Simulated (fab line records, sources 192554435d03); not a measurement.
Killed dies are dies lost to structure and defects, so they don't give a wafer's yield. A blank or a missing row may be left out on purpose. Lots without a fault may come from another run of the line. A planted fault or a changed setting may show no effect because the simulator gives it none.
Chamber matching | flow n5_finfet | N5_BEOL_M1_PECVD_72 on pecvd-01: 3 sister chambers
The step deposits SiO2 from TEOS/O2, target thk 16 nm, time 18 s. 16 wafers are shown with their chamber, then 8 later ones without.

WAFERS WITH THEIR CHAMBER
wafer  | chamber | throttle_valve_pct (%) | showerhead_plenum_p_Torr (Torr) | heater_power_w (W)
L075.2 | 1       | 23.4                   | 8.81                            | 684
L075.4 | 0       | 25.4                   | 8.89                            | 686
L075.5 | 1       | 23.4                   | 8.79                            | 680
L082.2 | 0       | 25.4                   | 8.90                            | 804
L082.3 | 1       | 23.3                   | 8.82                            | 701
L082.4 | 0       | 25.3                   | 8.92                            | 813
L083.1 | 2       | 21.0                   | 8.62                            | 954
L083.2 | 0       | 25.2                   | 8.89                            | 672
L083.4 | 0       | 25.6                   | 8.91                            | 662
L084.1 | 2       | 21.2                   | 8.63                            | 1057
L084.2 | 1       | 23.4                   | 8.81                            | 657
L084.4 | 1       | 23.3                   | 8.79                            | 648
L085.2 | 1       | 23.5                   | 8.79                            | 748
L085.4 | 0       | 25.5                   | 8.88                            | 683
L085.6 | 1       | 23.1                   | 8.79                            | 704
L089.3 | 0       | 25.6                   | 8.91                            | 780

SIGNATURES (means of the wafers above)
reading                  | chamber 0 | chamber 1 | chamber 2 | scatter within a chamber
throttle_valve_pct       | 25.429    | 23.343    | 21.100    | 0.139
showerhead_plenum_p_Torr | 8.9000    | 8.8000    | 8.6250    | 0.0132
heater_power_w           | 728.57    | 688.86    | 1005.50   | 54.7
Rule: a wafer's distance from a chamber is the root of the sum, over the readings, of the square of ((its reading less the chamber's mean) divided by the reading's scatter). The wafer belongs to the nearest chamber; if the next one is less than 2 further off, it can't be placed. The scatter: the root of (the sum of the squares of (reading less its chamber's mean) over the shown wafers, divided by (wafers less chambers)).

WAFERS WITHOUT THEIR CHAMBER
wafer  | throttle_valve_pct (%) | showerhead_plenum_p_Torr (Torr) | heater_power_w (W)
L089.5 | 21.0                   | 8.64                            | 1112
L089.6 | 25.1                   | 8.91                            | 793
L090.1 | 25.5                   | 8.92                            | 740
L090.3 | 21.2                   | 8.64                            | 1090
L090.6 | 21.0                   | 8.63                            | 1074
L096.1 | 25.3                   | 8.90                            | 779
L096.4 | 25.3                   | 8.90                            | 791
L096.5 | 23.1                   | 8.81                            | 700

WHICH CHAMBER EACH WENT THROUGH
wafer  | from the rows above | in truth
L089.5 | 2                   | 2
L089.6 | 0                   | 0
L090.1 | 0                   | 0
L090.3 | 2                   | 2
L090.6 | 2                   | 2
L096.1 | 0                   | 0
L096.4 | 0                   | 0
L096.5 | 1                   | 1
Placed correctly: 8 of 8. Can't be placed from these rows: 0. Placed wrongly: 0.
